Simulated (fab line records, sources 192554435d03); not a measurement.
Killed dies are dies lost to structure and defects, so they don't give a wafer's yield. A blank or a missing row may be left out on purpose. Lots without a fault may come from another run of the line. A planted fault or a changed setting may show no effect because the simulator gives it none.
A struck lot beside a sound one | flow n5_finfet | 17 steps out of a route of 1938
Sound: wafers L682.1, L682.2, L682.5. Struck: wafer L680.5. (L680.4, L680.6 of the same lot were not struck and are left out.) The cause comes at the end.
At each step with rows: each side's tool, then ch and its chambers, then its first start. Under that, the readings that differ: sound wafers | struck wafers | difference of the means | sigmas: that difference in standard deviations of wafers without a fault.
alike: readings whose means differ by less than 2 such deviations, and words and numbers that are the same on both sides. not compared: withheld readings, readings that some wafer has no value for, bounds like >300 that may hide the same value, and numbers for which the record gives no deviation and whose values overlap.
The two part at a step that has a row with sigmas, a row that says differs or no value, or rows on one side only. Numbers that don't overlap but have no deviation are shown without sigmas and don't part them. A reading that every wafer of one side lacks parts them only if that side has two wafers or more.

first, 4 steps without rows for these wafers: N5_BEOL_M8_HM_STRIP_39 (strips TiN in peroxide tin strip, target depth 25 nm, time 158 s); N5_BEOL_M8_SRD_40 (time 30 s); N5_BEOL_M8_PRECLEAN_42 (cleans in residue remover, time 60 s); N5_BEOL_M8_SRD_43 (time 30 s).
N5_BEOL_M8_CD_MEAS_35: target cd 40 nm.
  sound on cd_sem-02, day 15 07:01; struck on cd_sem-02, day 14 09:54
  alike: cd_nm
then, 1 step without rows for these wafers: N5_BEOL_M8_CURE_75 (cures SiCOH lowk, time 120 s).
N5_BEOL_M8_DEGAS_44: time 60 s.
  sound on pvd_sputter-02, day 15 07:37; struck on pvd_sputter-03, day 14 10:45
  alike: heater_power_w
then, 1 step without rows for these wafers: N5_BEOL_M8_PRE_CLEAN_45 (time 30 s).
N5_BEOL_M8_ALD_77: deposits TaN, target thk 2 nm, pulse time 2 s, purge time 3 s.
  sound on ald_metal-04 ch 0,1,2, day 15 07:43; struck on ald_metal-04 ch 2, day 14 10:50
  alike: heater_power_w
N5_BEOL_M8_SURFACE_TREAT_79:
  sound on pvd_sputter-03, day 15 09:11; struck on pvd_sputter-03, day 14 11:13
  not compared: throttle_valve_pct
then, 1 step without rows for these wafers: N5_BEOL_M8_CVD_78 (deposits Co from CCTBA/H2, target thk 2 nm, time 142.3 s).
N5_BEOL_M8_SPUTTER_48: material Cu, target thk 10 nm, time 1.667 s.
  sound on pvd_sputter-03, day 15 09:24; struck on pvd_sputter-03, day 14 11:32
  reading                | sound          | struck | difference | sigmas
  throttle_valve_pct (%) | 28.3 29.2 30.2 | 31.0   | +1.8       | +2
N5_BEOL_M8_ECD_50: material Cu, target thk 300 nm.
  sound on ecd_cu-01 ch 0,1, day 15 09:31; struck on ecd_cu-02 ch 0, day 14 11:38
  reading                                | sound             | struck | difference | sigmas
  model.Cu_of_BEOL_M8_ECD_50.thk_nm (nm) | 300.2 298.2 299.6 | 186.2  | -113.1     |
N5_BEOL_M8_ANNEAL_51: time 90 s.
  sound on rtp_anneal-01 ch 0, day 15 09:37; struck on rtp_anneal-01 ch 0, day 14 11:50
  alike: anneal_temp_c_max, wafer_temp_C_max
N5_BEOL_M8_CMP_52: polishes, stops on SiCOH lowk, t overpolish 6.9 s, target thk 80 nm.
  sound on cmp-04 ch 0,1,2, day 15 09:59; struck on cmp-03 ch 0, day 14 12:02
  reading                | sound       | struck | difference | sigmas
  motor_current_A (A)    | 6.0 4.6 5.5 | 7.4    | +2.0       | +3
  time_to_endpoint_s (s) | 65 68 59    | 41     | -23        | -6
N5_BEOL_M8_THK_MEAS_53: measures by xrf.
  sound on film_metro-01, day 15 10:12; struck on film_metro-01, day 14 12:17
  alike: M8_THK
then, 1 step without rows for these wafers: N5_PASSIVATION_PROBE_49.

WHERE THEY PART
First at N5_BEOL_M8_SPUTTER_48; last, within this record, at N5_BEOL_M8_CMP_52. Later steps at which nothing parts them and some readings are alike: N5_BEOL_M8_THK_MEAS_53.

WHY: what the simulator had put in
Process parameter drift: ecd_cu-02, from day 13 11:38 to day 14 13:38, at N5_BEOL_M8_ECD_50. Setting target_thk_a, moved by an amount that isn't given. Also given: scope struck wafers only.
